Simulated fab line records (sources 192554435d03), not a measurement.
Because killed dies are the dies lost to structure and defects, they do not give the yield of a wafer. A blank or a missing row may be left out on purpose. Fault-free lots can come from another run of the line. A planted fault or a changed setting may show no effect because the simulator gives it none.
Matching of chambers :: flow n5-finfet :: rie-diel-04 running N5_HKMG_FIN_ETCH_67: 4 sister chambers
The step etches SOC in N2/H2, stops on TiN, target depth 388.9 nm. 14 wafers are shown with their chamber, then 7 later ones without.

## WAFERS WITH THEIR CHAMBER
wafer: L075.1
chamber: 1
drypump-motor-current-A (A): 5.9
showerhead-plenum-p-Torr (Torr): 2.62
throttle-valve-pct (%): 18.31

wafer: L075.3
chamber: 3
drypump-motor-current-A (A): 6.2
showerhead-plenum-p-Torr (Torr): 2.46
throttle-valve-pct (%): 18.09

wafer: L075.5
chamber: 1
drypump-motor-current-A (A): 5.9
showerhead-plenum-p-Torr (Torr): 2.62
throttle-valve-pct (%): 18.30

wafer: L076.1
chamber: 0
drypump-motor-current-A (A): 6.7
showerhead-plenum-p-Torr (Torr): 2.65
throttle-valve-pct (%): 17.80

wafer: L076.3
chamber: 1
drypump-motor-current-A (A): 5.8
showerhead-plenum-p-Torr (Torr): 2.62
throttle-valve-pct (%): 18.30

wafer: L076.5
chamber: 3
drypump-motor-current-A (A): 6.2
showerhead-plenum-p-Torr (Torr): 2.46
throttle-valve-pct (%): 18.08

wafer: L079.1
chamber: 0
drypump-motor-current-A (A): 6.7
showerhead-plenum-p-Torr (Torr): 2.65
throttle-valve-pct (%): 17.80

wafer: L079.3
chamber: 1
drypump-motor-current-A (A): 5.9
showerhead-plenum-p-Torr (Torr): 2.61
throttle-valve-pct (%): 18.30

wafer: L079.6
chamber: 1
drypump-motor-current-A (A): 5.9
showerhead-plenum-p-Torr (Torr): 2.61
throttle-valve-pct (%): 18.33

wafer: L082.1
chamber: 0
drypump-motor-current-A (A): 6.7
showerhead-plenum-p-Torr (Torr): 2.65
throttle-valve-pct (%): 17.83

wafer: L082.2
chamber: 2
drypump-motor-current-A (A): 5.7
showerhead-plenum-p-Torr (Torr): 2.49
throttle-valve-pct (%): 17.99

wafer: L082.3
chamber: 1
drypump-motor-current-A (A): 5.9
showerhead-plenum-p-Torr (Torr): 2.61
throttle-valve-pct (%): 18.33

wafer: L087.1
chamber: 2
drypump-motor-current-A (A): 5.7
showerhead-plenum-p-Torr (Torr): 2.49
throttle-valve-pct (%): 18.00

wafer: L087.3
chamber: 0
drypump-motor-current-A (A): 6.7
showerhead-plenum-p-Torr (Torr): 2.64
throttle-valve-pct (%): 17.84

SIGNATURES (averages over the wafers above)
reading: drypump-motor-current-A
chamber 0: 6.700
chamber 1: 5.883
chamber 2: 5.700
chamber 3: 6.200
scatter within a chamber: 0.0289

reading: showerhead-plenum-p-Torr
chamber 0: 2.6475
chamber 1: 2.6150
chamber 2: 2.4900
chamber 3: 2.4600
scatter within a chamber: 0.00474

reading: throttle-valve-pct
chamber 0: 17.8175
chamber 1: 18.3117
chamber 2: 17.9950
chamber 3: 18.0850
scatter within a chamber: 0.0157
Rule: for a wafer and a chamber, the distance is found by dividing, reading by reading, the gap between the wafer's reading and the chamber's mean by the reading's scatter, squaring, summing and taking the root. The wafer belongs to the nearest chamber; if the next one is less than 2 further off, it can't be placed. The scatter: take each reading less its chamber's mean, square it, sum over the shown wafers, divide by the number of wafers less the number of chambers, and take the root.

## WAFERS WHOSE CHAMBER IS MISSING
wafer: L087.6
drypump-motor-current-A (A): 5.7
showerhead-plenum-p-Torr (Torr): 2.49
throttle-valve-pct (%): 18.00

wafer: L090.1
drypump-motor-current-A (A): 6.2
showerhead-plenum-p-Torr (Torr): 2.45
throttle-valve-pct (%): 18.15

wafer: L090.2
drypump-motor-current-A (A): 6.7
showerhead-plenum-p-Torr (Torr): 2.64
throttle-valve-pct (%): 17.88

wafer: L090.5
drypump-motor-current-A (A): 6.6
showerhead-plenum-p-Torr (Torr): 2.64
throttle-valve-pct (%): 17.86

wafer: L095.1
drypump-motor-current-A (A): 6.2
showerhead-plenum-p-Torr (Torr): 2.44
throttle-valve-pct (%): 18.16

wafer: L095.3
drypump-motor-current-A (A): 5.9
showerhead-plenum-p-Torr (Torr): 2.60
throttle-valve-pct (%): 18.37

wafer: L095.4
drypump-motor-current-A (A): 6.7
showerhead-plenum-p-Torr (Torr): 2.64
throttle-valve-pct (%): 17.88

## CHAMBER TAKEN BY EACH
wafer: L087.6
from the rows above: 2
in truth: 2

wafer: L090.1
from the rows above: 3
in truth: 3

wafer: L090.2
from the rows above: 0
in truth: 0

wafer: L090.5
from the rows above: 0
in truth: 0

wafer: L095.1
from the rows above: 3
in truth: 3

wafer: L095.3
from the rows above: 1
in truth: 1

wafer: L095.4
from the rows above: 0
in truth: 0
Correct placement for 7 of the 7. Left unplaced by these rows: 0. Wrongly placed: 0.
